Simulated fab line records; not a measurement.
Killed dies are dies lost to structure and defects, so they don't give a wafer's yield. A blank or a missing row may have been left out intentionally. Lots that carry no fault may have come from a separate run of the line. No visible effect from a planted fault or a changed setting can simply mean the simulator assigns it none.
What tool caused it? :: flow nand_harc :: 24 lots with 72 wafers sampled at 4 steps, on a route of 1302 steps

WHAT THE GAUGES SHOWED, per wafer
NHARC_A_CONTACT_INSPECT_71. Usual: 90 for raw_defect_count, sd 31.
lot: L074
measured: day 21 11:09
on: defect_inspect-02
raw_defect_count: 134 141 127
flag: 

lot: L075
measured: day 22 11:47
on: defect_inspect-02
raw_defect_count: 103 100 112
flag: 

lot: L076
measured: day 22 12:14
on: defect_inspect-01
raw_defect_count: 79 66 71
flag: 

lot: L078
measured: day 23 05:35
on: defect_inspect-01
raw_defect_count: 65 53 57
flag: 

lot: L077
measured: day 23 05:56
on: defect_inspect-01
raw_defect_count: 106 112 112
flag: 

lot: L079
measured: day 23 06:29
on: defect_inspect-02
raw_defect_count: 118 103 133
flag: 

lot: L081
measured: day 24 05:47
on: defect_inspect-01
raw_defect_count: 99 103 88
flag: 

lot: L080
measured: day 24 23:11
on: defect_inspect-02
raw_defect_count: 100 114 106
flag: 

lot: L084
measured: day 25 16:29
on: defect_inspect-01
raw_defect_count: 123 126 137
flag: 

lot: L082
measured: day 25 15:45
on: defect_inspect-01
raw_defect_count: 59 65 70
flag: 

lot: L083
measured: day 26 00:57
on: defect_inspect-02
raw_defect_count: 17 14 20
flag: 

lot: L086
measured: day 26 10:34
on: defect_inspect-02
raw_defect_count: 76 96 79
flag: 

lot: L085
measured: day 26 22:29
on: defect_inspect-02
raw_defect_count: 102 108 111
flag: 

lot: L087
measured: day 27 00:59
on: defect_inspect-01
raw_defect_count: 91 80 81
flag: 

lot: L090
measured: day 28 05:05
on: defect_inspect-02
raw_defect_count: 56 58 44
flag: 

lot: L091
measured: day 28 09:03
on: defect_inspect-02
raw_defect_count: 136 119 102
flag: 

lot: L088
measured: day 28 10:06
on: defect_inspect-02
raw_defect_count: 107 101 113
flag: 

lot: L089
measured: day 28 09:17
on: defect_inspect-01
raw_defect_count: 44 48 45
flag: 

lot: L092
measured: day 29 07:15
on: defect_inspect-01
raw_defect_count: 68 89 71
flag: 

lot: L094
measured: day 29 23:29
on: defect_inspect-01
raw_defect_count: 64 49 71
flag: 

lot: L093
measured: day 30 00:19
on: defect_inspect-02
raw_defect_count: 134 120 110
flag: 

lot: L095
measured: day 30 06:40
on: defect_inspect-01
raw_defect_count: 99 77 80
flag: 

lot: L096
measured: day 31 07:10
on: defect_inspect-02
raw_defect_count: 125 138 138
flag: 

lot: L097
measured: day 32 05:41
on: defect_inspect-01
raw_defect_count: 58 65 56
flag: 

EACH LOT AND THE TOOL THAT RAN IT (in order: tool; ch and the chambers of the sampled wafers; start)
lot: L074
NHARC_A_CONTACT_ETCH_49: rie_diel-11 ch 0,1,2, day 21 02:43 or earlier
NHARC_A_CONTACT_ETCH_112: har_cap_etch-03 ch 0,1, day 21 02:43
NHARC_A_CONTACT_ETCH_113: har_cap_etch-03 ch 0,1, day 21 02:53

lot: L075
NHARC_A_CONTACT_ETCH_49: rie_diel-10 ch 1,2, day 22 03:01 or earlier
NHARC_A_CONTACT_ETCH_112: har_cap_etch-02 ch 1, day 22 03:01
NHARC_A_CONTACT_ETCH_113: har_cap_etch-02 ch 1, day 22 03:15

lot: L076
NHARC_A_CONTACT_ETCH_49: rie_diel-11 ch 1,2, day 22 03:30 or earlier
NHARC_A_CONTACT_ETCH_112: har_cap_etch-03 ch 0,1, day 22 03:30
NHARC_A_CONTACT_ETCH_113: har_cap_etch-03 ch 0,1, day 22 03:40

lot: L078
NHARC_A_CONTACT_ETCH_49: rie_diel-11 ch 2,3, day 22 21:23 or earlier
NHARC_A_CONTACT_ETCH_112: har_cap_etch-02 ch 0,1, day 22 21:23
NHARC_A_CONTACT_ETCH_113: har_cap_etch-02 ch 0,1, day 22 21:33

lot: L077
NHARC_A_CONTACT_ETCH_49: rie_diel-03 ch 0,2, day 22 21:23 or earlier
NHARC_A_CONTACT_ETCH_112: har_cap_etch-01 ch 0,1, day 22 21:23
NHARC_A_CONTACT_ETCH_113: har_cap_etch-01 ch 0,1, day 22 21:34

lot: L079
NHARC_A_CONTACT_ETCH_49: rie_diel-11 ch 0,1, day 22 22:10 or earlier
NHARC_A_CONTACT_ETCH_112: har_cap_etch-03 ch 0,1, day 22 22:10
NHARC_A_CONTACT_ETCH_113: har_cap_etch-03 ch 0,1, day 22 22:20

lot: L081
NHARC_A_CONTACT_ETCH_49: rie_diel-03 ch 1,2,3, day 23 21:43 or earlier
NHARC_A_CONTACT_ETCH_112: har_cap_etch-03 ch 0,1, day 23 21:43
NHARC_A_CONTACT_ETCH_113: har_cap_etch-03 ch 0,1, day 23 21:53

lot: L080
NHARC_A_CONTACT_ETCH_49: rie_diel-11 ch 1,2, day 24 14:58 or earlier
NHARC_A_CONTACT_ETCH_112: har_cap_etch-01 ch 0,1, day 24 14:58
NHARC_A_CONTACT_ETCH_113: har_cap_etch-01 ch 0,1, day 24 15:08

lot: L084
NHARC_A_CONTACT_ETCH_49: rie_diel-11 ch 0,1,2, day 25 07:16 or earlier
NHARC_A_CONTACT_ETCH_112: har_cap_etch-03 ch 0,1, day 25 07:16
NHARC_A_CONTACT_ETCH_113: har_cap_etch-03 ch 0,1, day 25 07:26

lot: L082
NHARC_A_CONTACT_ETCH_49: rie_diel-10 ch 1,2,3, day 25 07:35 or earlier
NHARC_A_CONTACT_ETCH_112: har_cap_etch-01 ch 0,1, day 25 07:35
NHARC_A_CONTACT_ETCH_113: har_cap_etch-01 ch 0,1, day 25 07:46

lot: L083
NHARC_A_CONTACT_ETCH_49: rie_diel-11 ch 0,1,2, day 25 16:52 or earlier
NHARC_A_CONTACT_ETCH_112: har_cap_etch-03 ch 0,1, day 25 16:52
NHARC_A_CONTACT_ETCH_113: har_cap_etch-03 ch 0,1, day 25 17:02

lot: L086
NHARC_A_CONTACT_ETCH_49: rie_diel-11 ch 0,1,3, day 25 23:26 or earlier
NHARC_A_CONTACT_ETCH_112: har_cap_etch-03 ch 0,1, day 25 23:26
NHARC_A_CONTACT_ETCH_113: har_cap_etch-03 ch 0,1, day 25 23:36

lot: L085
NHARC_A_CONTACT_ETCH_49: rie_diel-10 ch 0,2,3, day 26 13:43 or earlier
NHARC_A_CONTACT_ETCH_112: har_cap_etch-01 ch 0, day 26 13:43
NHARC_A_CONTACT_ETCH_113: har_cap_etch-01 ch 0, day 26 13:53

lot: L087
NHARC_A_CONTACT_ETCH_49: rie_diel-10 ch 0,1,3, day 26 14:50 or earlier
NHARC_A_CONTACT_ETCH_112: har_cap_etch-02 ch 0,1, day 26 14:50
NHARC_A_CONTACT_ETCH_113: har_cap_etch-02 ch 0,1, day 26 15:00

lot: L090
NHARC_A_CONTACT_ETCH_49: rie_diel-11 ch 1,2,3, day 27 19:53 or earlier
NHARC_A_CONTACT_ETCH_112: har_cap_etch-02 ch 0,1, day 27 19:53
NHARC_A_CONTACT_ETCH_113: har_cap_etch-02 ch 0,1, day 27 20:03

lot: L091
NHARC_A_CONTACT_ETCH_49: rie_diel-11 ch 0,3, day 27 20:41 or earlier
NHARC_A_CONTACT_ETCH_112: har_cap_etch-03 ch 0,1, day 27 20:41
NHARC_A_CONTACT_ETCH_113: har_cap_etch-03 ch 0,1, day 27 20:51

lot: L088
NHARC_A_CONTACT_ETCH_49: rie_diel-11 ch 0,1,2, day 28 00:27 or earlier
NHARC_A_CONTACT_ETCH_112: har_cap_etch-02 ch 0,1, day 28 00:27
NHARC_A_CONTACT_ETCH_113: har_cap_etch-02 ch 0,1, day 28 00:37

lot: L089
NHARC_A_CONTACT_ETCH_49: rie_diel-10 ch 0,1,3, day 28 00:28 or earlier
NHARC_A_CONTACT_ETCH_112: har_cap_etch-01 ch 1, day 28 00:28
NHARC_A_CONTACT_ETCH_113: har_cap_etch-01 ch 1, day 28 00:38

lot: L092
NHARC_A_CONTACT_ETCH_49: rie_diel-10 ch 0,1, day 28 23:10 or earlier
NHARC_A_CONTACT_ETCH_112: har_cap_etch-01 ch 0,1, day 28 23:10
NHARC_A_CONTACT_ETCH_113: har_cap_etch-01 ch 0,1, day 28 23:20

lot: L094
NHARC_A_CONTACT_ETCH_49: rie_diel-11 ch 0,2,3, day 29 14:56 or earlier
NHARC_A_CONTACT_ETCH_112: har_cap_etch-02 ch 0,1, day 29 14:56
NHARC_A_CONTACT_ETCH_113: har_cap_etch-02 ch 0,1, day 29 15:06

lot: L093
NHARC_A_CONTACT_ETCH_49: rie_diel-10 ch 1,3, day 29 15:19 or earlier
NHARC_A_CONTACT_ETCH_112: har_cap_etch-01 ch 0,1, day 29 15:19
NHARC_A_CONTACT_ETCH_113: har_cap_etch-01 ch 0,1, day 29 15:29

lot: L095
NHARC_A_CONTACT_ETCH_49: rie_diel-11 ch 0,1,2, day 29 20:58 or earlier
NHARC_A_CONTACT_ETCH_112: har_cap_etch-02 ch 1, day 29 20:58
NHARC_A_CONTACT_ETCH_113: har_cap_etch-02 ch 1, day 29 21:08

lot: L096
NHARC_A_CONTACT_ETCH_49: rie_diel-11 ch 0,2,3, day 30 23:09 or earlier
NHARC_A_CONTACT_ETCH_112: har_cap_etch-03 ch 0,1, day 30 23:09
NHARC_A_CONTACT_ETCH_113: har_cap_etch-03 ch 0,1, day 30 23:19

lot: L097
NHARC_A_CONTACT_ETCH_49: rie_diel-11 ch 1,2,3, day 31 18:22 or earlier
NHARC_A_CONTACT_ETCH_112: har_cap_etch-01 ch 0,1, day 31 18:22
NHARC_A_CONTACT_ETCH_113: har_cap_etch-01 ch 0,1, day 31 18:32
- NHARC_A_CONTACT_ETCH_49: etches the open film in N2/H2, target depth 260 nm, time 475.3 s.
- NHARC_A_CONTACT_ETCH_112: etches the open film in C4F8/O2/Ar, time 190 s, target depth 1850 nm.
- NHARC_A_CONTACT_ETCH_113: etches the open film in C4F8/O2/Ar, time 190 s, target depth 1850 nm.

AS READ BY THE TOOLS THEMSELVES (means over the sampled wafers that have a number; for cases with no such wafer, the mark the record gives instead)
NHARC_A_CONTACT_ETCH_49. Usual: drypump_motor_current_A 5.7 A, standard deviation 0.43; oes_product_au 1.001 a.u., standard deviation 0.0072; rf_vpp_V 430.8 V, standard deviation 2.3; showerhead_plenum_p_Torr 2.05 Torr, standard deviation 0.077; throttle_valve_pct 14.171 %, standard deviation 0.0097.
lot: L074
tool: rie_diel-11
drypump_motor_current_A (A): 5.5
oes_product_au (a.u.): 1.000
rf_vpp_V (V): 429.8
showerhead_plenum_p_Torr (Torr): 2.02
throttle_valve_pct (%): 14.168
flag: 

lot: L075
tool: rie_diel-10
drypump_motor_current_A (A): 6.0
oes_product_au (a.u.): 1.001
rf_vpp_V (V): 431.5
showerhead_plenum_p_Torr (Torr): 2.09
throttle_valve_pct (%): 14.168
flag: 

lot: L076
tool: rie_diel-11
drypump_motor_current_A (A): 5.7
oes_product_au (a.u.): 1.001
rf_vpp_V (V): 431.5
showerhead_plenum_p_Torr (Torr): 2.07
throttle_valve_pct (%): 14.170
flag: 

lot: L078
tool: rie_diel-11
drypump_motor_current_A (A): 5.8
oes_product_au (a.u.): 1.011
rf_vpp_V (V): 429.6
showerhead_plenum_p_Torr (Torr): 2.04
throttle_valve_pct (%): 14.176
flag: 

lot: L077
tool: rie_diel-03
drypump_motor_current_A (A): 6.6
oes_product_au (a.u.): 0.990
rf_vpp_V (V): 432.8
showerhead_plenum_p_Torr (Torr): 2.12
throttle_valve_pct (%): 14.172
flag: 

lot: L079
tool: rie_diel-11
drypump_motor_current_A (A): 5.2
oes_product_au (a.u.): 0.998
rf_vpp_V (V): 429.3
showerhead_plenum_p_Torr (Torr): 2.02
throttle_valve_pct (%): 14.178
flag: 

lot: L081
tool: rie_diel-03
drypump_motor_current_A (A): 6.0
oes_product_au (a.u.): 1.002
rf_vpp_V (V): 432.4
showerhead_plenum_p_Torr (Torr): 2.12
throttle_valve_pct (%): 14.165
flag: 

lot: L080
tool: rie_diel-11
drypump_motor_current_A (A): 5.8
oes_product_au (a.u.): 1.001
rf_vpp_V (V): 432.1
showerhead_plenum_p_Torr (Torr): 2.06
throttle_valve_pct (%): 14.169
flag: 

lot: L084
tool: rie_diel-11
drypump_motor_current_A (A): 5.5
oes_product_au (a.u.): 1.005
rf_vpp_V (V): 430.5
showerhead_plenum_p_Torr (Torr): 2.02
throttle_valve_pct (%): 14.177
flag: 

lot: L082
tool: rie_diel-10
drypump_motor_current_A (A): 5.8
oes_product_au (a.u.): 0.999
rf_vpp_V (V): 430.4
showerhead_plenum_p_Torr (Torr): 2.04
throttle_valve_pct (%): 14.168
flag: 

lot: L083
tool: rie_diel-11
drypump_motor_current_A (A): 5.5
oes_product_au (a.u.): 1.016
rf_vpp_V (V): 430.0
showerhead_plenum_p_Torr (Torr): 2.01
throttle_valve_pct (%): 14.160
flag: 

lot: L086
tool: rie_diel-11
drypump_motor_current_A (A): 5.5
oes_product_au (a.u.): 1.006
rf_vpp_V (V): 430.5
showerhead_plenum_p_Torr (Torr): 2.07
throttle_valve_pct (%): 14.174
flag: 

lot: L085
tool: rie_diel-10
drypump_motor_current_A (A): 5.9
oes_product_au (a.u.): 1.006
rf_vpp_V (V): 429.1
showerhead_plenum_p_Torr (Torr): 2.00
throttle_valve_pct (%): 14.174
flag: 

lot: L087
tool: rie_diel-10
drypump_motor_current_A (A): 5.7
oes_product_au (a.u.): 1.005
rf_vpp_V (V): 431.3
showerhead_plenum_p_Torr (Torr): 2.07
throttle_valve_pct (%): 14.173
flag: 

lot: L090
tool: rie_diel-11
drypump_motor_current_A (A): 5.8
oes_product_au (a.u.): 0.995
rf_vpp_V (V): 431.6
showerhead_plenum_p_Torr (Torr): 2.07
throttle_valve_pct (%): 14.170
flag: 

lot: L091
tool: rie_diel-11
drypump_motor_current_A (A): 5.2
oes_product_au (a.u.): 0.997
rf_vpp_V (V): 430.1
showerhead_plenum_p_Torr (Torr): 2.02
throttle_valve_pct (%): 14.168
flag: 

lot: L088
tool: rie_diel-11
drypump_motor_current_A (A): 5.5
oes_product_au (a.u.): 1.000
rf_vpp_V (V): 430.2
showerhead_plenum_p_Torr (Torr): 2.01
throttle_valve_pct (%): 14.165
flag: 

lot: L089
tool: rie_diel-10
drypump_motor_current_A (A): 5.7
oes_product_au (a.u.): 0.999
rf_vpp_V (V): 432.1
showerhead_plenum_p_Torr (Torr): 2.07
throttle_valve_pct (%): 14.176
flag: 

lot: L092
tool: rie_diel-10
drypump_motor_current_A (A): 5.9
oes_product_au (a.u.): 1.002
rf_vpp_V (V): 432.8
showerhead_plenum_p_Torr (Torr): 2.10
throttle_valve_pct (%): 14.172
flag: 

lot: L094
tool: rie_diel-11
drypump_motor_current_A (A): 5.5
oes_product_au (a.u.): 0.998
rf_vpp_V (V): 431.2
showerhead_plenum_p_Torr (Torr): 2.03
throttle_valve_pct (%): 14.170
flag: 

lot: L093
tool: rie_diel-10
drypump_motor_current_A (A): 5.7
oes_product_au (a.u.): 1.004
rf_vpp_V (V): 432.3
showerhead_plenum_p_Torr (Torr): 2.10
throttle_valve_pct (%): 14.157
flag: 

lot: L095
tool: rie_diel-11
drypump_motor_current_A (A): 5.5
oes_product_au (a.u.): 0.999
rf_vpp_V (V): 429.5
showerhead_plenum_p_Torr (Torr): 2.01
throttle_valve_pct (%): 14.171
flag: 

lot: L096
tool: rie_diel-11
drypump_motor_current_A (A): 5.5
oes_product_au (a.u.): 0.996
rf_vpp_V (V): 430.2
showerhead_plenum_p_Torr (Torr): 2.03
throttle_valve_pct (%): 14.174
flag: 

lot: L097
tool: rie_diel-11
drypump_motor_current_A (A): 5.8
oes_product_au (a.u.): 0.999
rf_vpp_V (V): 431.8
showerhead_plenum_p_Torr (Torr): 2.07
throttle_valve_pct (%): 14.170
flag: 

THE ANSWER, worked out from the rows above alone
Rule: a lot is off if the mean of its wafers that have a number lies more than 3 standard deviations from the usual mean. Also off: a lot with no number at a reading for which 4 or more lots have one. The other lots that the step has rows for count as sound. After the gauges, taken in route order, come the tools' own readings; for these a lot's mean is taken, as printed above. At the first step where some lot is off, the reading lying furthest off is the one used; lots without a number count as furthest.
Across all readings shown, no lot is off: no conclusion can be drawn from this.

WHAT THE SIMULATOR HAD INSERTED
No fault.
